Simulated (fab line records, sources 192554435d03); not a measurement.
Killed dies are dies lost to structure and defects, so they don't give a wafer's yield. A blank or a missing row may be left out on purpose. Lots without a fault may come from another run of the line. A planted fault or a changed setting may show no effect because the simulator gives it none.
Split-lot experiment | flow n5_finfet | 7 lots, 21 wafers read, on a route of 1938 steps

THE SPLIT
At N5_FIN_SAQP_FIN_ETCH_36 (etches the open film in HBr/Cl2/O2, target depth 120 nm, time 50.4 s), the setting icp_w was moved away from the recipe's 800 W on 6 of the 21 wafers read, by -17.0% to +16.7%. The other wafers ran this setting at the recipe's value.

FROM THE SPLIT TO THE READING: what the file shows between them, 3 steps
- N5_FIN_SAQP_PRECLEAN_38: cleans in O3/DIW, time 45 s
- N5_FIN_SAQP_PRECLEAN_45: cleans in dHF, time 10 s
- N5_FIN_SAQP_SRD_39: time 30 s

THE READING
trench_depth_nm, in nm, at N5_FIN_SAQP_OCD_MEAS_76. Fault-free wafers of this fab line usually give 120.7 nm, standard deviation 1.9 nm.

wafer  | tool, chamber at the split | icp_w as run, W | against the recipe | trench_depth_nm, nm | against lot-mates on the recipe
L075.1 | rie_si-02, 3               | 800             | recipe             | 121.0               | -
L075.2 | rie_si-02, 0               | 800             | recipe             | 123.4               | -
L075.3 | rie_si-02, 2               | 800             | recipe             | 121.3               | -
L076.3 | rie_si-05, 3               | 861.1           | +7.6%              | 125.6               | +1.0
L076.4 | rie_si-05, 2               | 800             | recipe             | 124.2               | -
L076.5 | rie_si-05, 2               | 800             | recipe             | 124.9               | -
L087.1 | rie_si-05, 3               | 800             | recipe             | 121.8               | -
L087.5 | rie_si-05, 1               | 800             | recipe             | 118.6               | -
L087.6 | rie_si-05, 2               | 886.4           | +10.8%             | 128.7               | +8.5
L090.2 | rie_si-03, 3               | 861.5           | +7.7%              | 127.8               | +5.1
L090.5 | rie_si-03, 3               | 800             | recipe             | 122.7               | -
L090.6 | rie_si-03, 2               | 861.5           | +7.7%              | 124.7               | +2.0
L092.2 | rie_si-05, 1               | 664.2           | -17.0%             | 108.6               | -12.1
L092.3 | rie_si-05, 0               | 800             | recipe             | 119.7               | -
L092.6 | rie_si-05, 3               | 800             | recipe             | 121.6               | -
L093.1 | rie_si-02, 1               | 800             | recipe             | 117.1               | -
L093.2 | rie_si-02, 3               | 933.8           | +16.7%             | 127.4               | +10.5
L093.6 | rie_si-02, 1               | 800             | recipe             | 116.8               | -
L094.2 | rie_si-03, 3               | 800             | recipe             | 123.6               | -
L094.4 | rie_si-03, 1               | 800             | recipe             | 119.2               | -
L094.6 | rie_si-03, 2               | 800             | recipe             | 120.3               | -

THE FIT
A straight line over all 21 wafers: trench_depth_nm changes by +0.604 nm for each +1% of icp_w; r = +0.85; the points scatter about the line by 2.4 nm.
The same after taking each lot's own level away (the mean of its wafers on the recipe; 21 wafers): +0.631 nm for each +1%; r = +0.93; scatter 1.6 nm.
On that fit, the largest move of icp_w shifts the reading by 11 nm.
The lots' own levels span 116.95 to 124.55 nm, that is 4.0 times the standard deviation above.
So the lot-to-lot level changes the slope little: the two slopes agree.
Check: with one of the wafers moved furthest among these (-17.0%) left out of the fit, the line predicts -10.1 nm for it against its lot-mates. It came out at -12.1 nm against them.

OTHER SPLITS ON THESE WAFERS
These wafers also went through other splits before the reading. Each is held against what the fit with the lots' levels taken away leaves over:
other split on the same wafers | wafers away from the commonest value | r with trench_depth_nm (lot level and that fit taken away)
N5_WELL_APT_COAT_02 spin_rpm   | 9                                    | +0.08
N5_FIN_SAQP_PECVD_47 time_s    | 6                                    | -0.20
N5_FIN_SAQP_ETCH_34 source_w   | 9                                    | -0.30

THE WHOLE CHAIN: every reading that the file lists as answering this split, in the file's order
step                    | what it does                                                         | reading                                                                    | change (the file's fit)               | r (the file's)
N5_FIN_SAQP_FIN_ETCH_36 | etches the open film in HBr/Cl2/O2, target depth 120 nm, time 50.4 s | etch.depth_nm (the simulator's own value, which no gauge read)             | +0.636 nm for each +1% of the setting | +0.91
N5_FIN_SAQP_FIN_ETCH_36 | etches the open film in HBr/Cl2/O2, target depth 120 nm, time 50.4 s | FIN_SAQP.feature_depth_nm (the simulator's own value, which no gauge read) | +0.636 nm for each +1% of the setting | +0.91
N5_FIN_SAQP_OCD_MEAS_76 |                                                                      | trench_depth_nm                                                            | +0.632 nm for each +1% of the setting | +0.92

THE FILE'S OWN FIT
trench_depth_nm changes by +0.632 nm for each +1% of icp_w, r = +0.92.
